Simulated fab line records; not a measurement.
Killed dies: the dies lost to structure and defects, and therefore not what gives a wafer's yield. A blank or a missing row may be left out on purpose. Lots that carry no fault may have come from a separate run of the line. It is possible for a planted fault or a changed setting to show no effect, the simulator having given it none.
Which tool is to blame? | flow n5-finfet | Sampling: 24 lots, 72 wafers, 5 of 1938 route steps

## WHAT EACH GAUGE READ, for each wafer
N5_BEOL_M4_OVL_MEAS_29.
lot  | measured     | on         | V3_OVL (nm)
L074 | day 7 12:29  | overlay-02 | -0.4 -1.0 -0.8
L075 | day 7 17:14  | overlay-01 | -1.3 -0.2 0.0
L076 | day 7 21:21  | overlay-01 | 1.0 0.4 1.0
L078 | day 8 04:46  | overlay-01 | -0.5 0.6 -1.5
L077 | day 8 05:44  | overlay-01 | 0.3 0.5 0.3
L079 | day 8 14:58  | overlay-01 | -0.9 -0.1 -0.1
L080 | day 9 08:15  | overlay-02 | 0.9 1.5 0.8
L081 | day 9 20:23  | overlay-01 | 1.2 0.3 0.0
L084 | day 9 20:36  | overlay-01 | 0.5 -0.1 0.4
L082 | day 9 21:29  | overlay-01 | 0.2 0.2 0.4
L083 | day 9 23:50  | overlay-02 | -0.2 0.1 0.0
L085 | day 10 01:09 | overlay-01 | 0.8 -0.5 0.6
L086 | day 10 01:47 | overlay-01 | 1.0 -0.3 0.0
L087 | day 10 05:20 | overlay-02 | 0.0 0.5 0.6
L089 | day 11 14:51 | overlay-02 | 0.2 -0.2 -0.5
L088 | day 11 15:08 | overlay-01 | 0.6 0.4 0.4
L090 | day 11 16:42 | overlay-01 | -0.4 -0.1 0.4
L091 | day 11 22:29 | overlay-01 | 0.7 0.8 -0.3
L092 | day 12 00:40 | overlay-02 | -0.6 -0.1 0.0
L093 | day 12 03:55 | overlay-02 | 0.9 0.9 0.9
L095 | day 12 14:10 | overlay-02 | -0.7 -0.8 -0.7
L094 | day 13 01:11 | overlay-02 | -1.2 -1.0 -0.9
L097 | day 13 08:33 | overlay-02 | -1.0 -0.1 -1.1
L096 | day 13 15:15 | overlay-01 | -0.8 -1.9 -1.7

N5_BEOL_M4_CD_MEAS_35: target cd 18 nm, target cd y 22.4 nm.
lot  | measured     | on        | cd-nm (nm)
L074 | day 7 19:49  | cd-sem-03 | 17.82 18.03 18.06
L075 | day 7 23:37  | cd-sem-01 | 18.07 17.74 17.97
L076 | day 8 03:29  | cd-sem-01 | 18.26 18.13 17.68
L078 | day 8 06:07  | cd-sem-02 | 17.88 17.97 17.60
L077 | day 8 09:21  | cd-sem-01 | 18.08 18.40 18.04
L079 | day 8 22:37  | cd-sem-01 | 18.05 18.11 17.88
L080 | day 9 09:12  | cd-sem-01 | 18.13 17.90 17.89
L081 | day 9 23:36  | cd-sem-03 | 17.57 17.80 18.19
L084 | day 9 23:50  | cd-sem-03 | 17.84 17.60 17.73
L082 | day 10 02:07 | cd-sem-01 | 17.60 17.48 17.44
L083 | day 10 03:34 | cd-sem-03 | 18.12 17.55 17.82
L085 | day 10 08:26 | cd-sem-02 | 17.66 18.11 17.70
L086 | day 10 09:51 | cd-sem-01 | 17.93 17.84 18.34
L087 | day 10 09:53 | cd-sem-03 | 17.90 18.07 17.86
L089 | day 11 17:12 | cd-sem-02 | 17.94 17.81 17.54
L088 | day 11 17:34 | cd-sem-03 | 17.92 17.83 17.79
L090 | day 11 20:49 | cd-sem-02 | 18.29 17.93 18.30
L091 | day 12 00:00 | cd-sem-03 | 17.86 17.94 17.86
L092 | day 12 02:14 | cd-sem-01 | 17.72 18.16 17.56
L093 | day 12 12:22 | cd-sem-03 | 18.10 17.73 17.96
L095 | day 12 17:47 | cd-sem-03 | 17.70 17.69 17.69
L094 | day 13 03:39 | cd-sem-01 | 17.95 18.08 18.10
L097 | day 13 13:50 | cd-sem-01 | 18.28 18.08 18.24
L096 | day 13 18:49 | cd-sem-03 | 18.35 18.39 18.28

N5_BEOL_M4_INSPECT_59: inspects for defects (darkfield).
lot  | measured     | on                | raw-defect-count
L074 | day 7 23:52  | defect-inspect-02 | 71 68 73
L075 | day 8 04:25  | defect-inspect-02 | 48 73 80
L076 | day 8 07:35  | defect-inspect-02 | 102 103 97
L078 | day 8 09:46  | defect-inspect-02 | 55 69 81
L077 | day 8 14:01  | defect-inspect-02 | 135 96 133
L079 | day 9 02:17  | defect-inspect-02 | 83 66 58
L080 | day 9 12:47  | defect-inspect-02 | 54 90 81
L081 | day 10 04:02 | defect-inspect-02 | 80 38 39
L084 | day 10 04:41 | defect-inspect-02 | 32 54 33
L082 | day 10 06:38 | defect-inspect-01 | 92 79 66
L083 | day 10 08:13 | defect-inspect-01 | 104 91 101
L085 | day 10 12:17 | defect-inspect-02 | 128 115 92
L086 | day 10 14:12 | defect-inspect-02 | 74 76 58
L087 | day 10 14:41 | defect-inspect-02 | 107 69 57
L089 | day 11 21:13 | defect-inspect-02 | 126 110 80
L088 | day 11 21:23 | defect-inspect-01 | 56 75 64
L090 | day 12 01:18 | defect-inspect-02 | 52 123 96
L091 | day 12 04:14 | defect-inspect-02 | 68 70 44
L092 | day 12 06:25 | defect-inspect-01 | 61 59 53
L093 | day 12 18:35 | defect-inspect-02 | 62 48 88
L095 | day 12 23:17 | defect-inspect-01 | 38 45 51
L094 | day 13 07:41 | defect-inspect-02 | 121 85 69
L097 | day 13 17:34 | defect-inspect-02 | 77 72 64
L096 | day 13 22:38 | defect-inspect-01 | 50 60 56

## WHICH TOOL RAN EACH LOT (tool, then ch and the chambers of the sampled wafers, then the start)
lot  | N5_BEOL_M4_SPUTTER_86        | N5_BEOL_M4_ANNEAL_51
L074 | pvd-sputter-01, day 7 21:41  | rtp-anneal-01 ch 0, day 7 22:59
L075 | pvd-sputter-03, day 8 02:04  | rtp-anneal-01 ch 0, day 8 03:22
L076 | pvd-sputter-01, day 8 05:23  | rtp-anneal-02 ch 0, day 8 06:41
L078 | pvd-sputter-03, day 8 07:35  | rtp-anneal-02 ch 0, day 8 08:59
L077 | pvd-sputter-02, day 8 11:40  | rtp-anneal-01 ch 0, day 8 13:00
L079 | pvd-sputter-03, day 9 00:06  | rtp-anneal-02 ch 0, day 9 01:26
L080 | pvd-sputter-01, day 9 10:34  | rtp-anneal-02 ch 0, day 9 11:58
L081 | pvd-sputter-01, day 10 01:29 | rtp-anneal-01 ch 0, day 10 02:55
L084 | pvd-sputter-02, day 10 02:29 | rtp-anneal-01 ch 0, day 10 03:50
L082 | pvd-sputter-02, day 10 04:28 | rtp-anneal-02 ch 0, day 10 05:46
L083 | pvd-sputter-03, day 10 06:02 | rtp-anneal-01 ch 0, day 10 07:23
L085 | pvd-sputter-03, day 10 10:07 | rtp-anneal-02 ch 0, day 10 11:25
L086 | pvd-sputter-02, day 10 12:00 | rtp-anneal-01 ch 0, day 10 13:17
L087 | pvd-sputter-01, day 10 12:18 | rtp-anneal-02 ch 0, day 10 13:40
L089 | pvd-sputter-02, day 11 19:02 | rtp-anneal-01 ch 0, day 11 20:20
L088 | pvd-sputter-01, day 11 19:09 | rtp-anneal-02 ch 0, day 11 20:30
L090 | pvd-sputter-01, day 11 22:50 | rtp-anneal-01 ch 0, day 12 00:19
L091 | pvd-sputter-01, day 12 02:04 | rtp-anneal-02 ch 0, day 12 03:25
L092 | pvd-sputter-03, day 12 03:57 | rtp-anneal-01 ch 0, day 12 05:20
L093 | pvd-sputter-01, day 12 16:19 | rtp-anneal-01 ch 0, day 12 17:37
L095 | pvd-sputter-03, day 12 21:06 | rtp-anneal-01 ch 0, day 12 22:29
L094 | pvd-sputter-02, day 13 05:30 | rtp-anneal-01 ch 0, day 13 06:50
L097 | pvd-sputter-03, day 13 15:24 | rtp-anneal-01 ch 0, day 13 16:41
L096 | pvd-sputter-03, day 13 20:25 | rtp-anneal-02 ch 0, day 13 21:48
- N5_BEOL_M4_SPUTTER_86: material Cu, target thk 4.5 nm, time 8.29 s.
- N5_BEOL_M4_ANNEAL_51: time 90 s.

## WHAT THE TOOLS THEMSELVES READ (means of the sampled wafers that have a number; where no wafer has one, the mark that the record gives instead)
N5_BEOL_M4_SPUTTER_86.
lot  | tool           | throttle-valve-pct (%)
L074 | pvd-sputter-01 | 29.1
L075 | pvd-sputter-03 | 31.1
L076 | pvd-sputter-01 | 29.7
L078 | pvd-sputter-03 | 29.9
L077 | pvd-sputter-02 | 29.3
L079 | pvd-sputter-03 | 29.9
L080 | pvd-sputter-01 | 29.3
L081 | pvd-sputter-01 | 29.0
L084 | pvd-sputter-02 | 29.4
L082 | pvd-sputter-02 | 28.5
L083 | pvd-sputter-03 | 30.2
L085 | pvd-sputter-03 | 30.6
L086 | pvd-sputter-02 | 29.3
L087 | pvd-sputter-01 | 30.0
L089 | pvd-sputter-02 | 29.3
L088 | pvd-sputter-01 | 30.2
L090 | pvd-sputter-01 | 29.1
L091 | pvd-sputter-01 | 29.3
L092 | pvd-sputter-03 | 29.9
L093 | pvd-sputter-01 | 29.6
L095 | pvd-sputter-03 | 30.8
L094 | pvd-sputter-02 | 29.0
L097 | pvd-sputter-03 | 30.7
L096 | pvd-sputter-03 | 29.8

N5_BEOL_M4_ANNEAL_51.
lot  | tool          | wafer_temp_C_max
L074 | rtp-anneal-01 | 226.0
L075 | rtp-anneal-01 | 226.3
L076 | rtp-anneal-02 | 225.8
L078 | rtp-anneal-02 | 225.8
L077 | rtp-anneal-01 | 226.0
L079 | rtp-anneal-02 | 225.8
L080 | rtp-anneal-02 | 225.7
L081 | rtp-anneal-01 | 226.5
L084 | rtp-anneal-01 | 226.3
L082 | rtp-anneal-02 | 225.8
L083 | rtp-anneal-01 | 226.1
L085 | rtp-anneal-02 | 225.8
L086 | rtp-anneal-01 | 226.3
L087 | rtp-anneal-02 | 225.7
L089 | rtp-anneal-01 | 226.3
L088 | rtp-anneal-02 | 225.7
L090 | rtp-anneal-01 | 226.1
L091 | rtp-anneal-02 | 225.8
L092 | rtp-anneal-01 | 226.1
L093 | rtp-anneal-01 | 226.0
L095 | rtp-anneal-01 | 226.5
L094 | rtp-anneal-01 | 226.4
L097 | rtp-anneal-01 | 226.5
L096 | rtp-anneal-02 | 225.7

## THE ANSWER, worked out from the rows above alone
Rule: what is usual is taken from the lots themselves. The widest of any qualifying gaps counts: lots, ordered by their means at a reading, are off when they make up no more than a third of the lots, leave a main group of 4 or more, and stand apart from it by 3 or more times the standard deviation of that group's means. If all means in a main group match to the digits the tables above print for the reading, that group is not used. A lot without any number at a reading at which 4 lots or more have one is off too. Where the step has rows for the other lots, those lots are counted as sound. The gauges are gone through in route order, then the tools' own readings, and for those a lot's mean is taken as printed above. The first step at which some lot is off is used, and at that step the reading that is off furthest; a lot without a number counts as furthest.
Across all readings shown, no lot is off: no conclusion can be drawn from this.

## WHAT HAD BEEN PUT IN BY THE SIMULATOR
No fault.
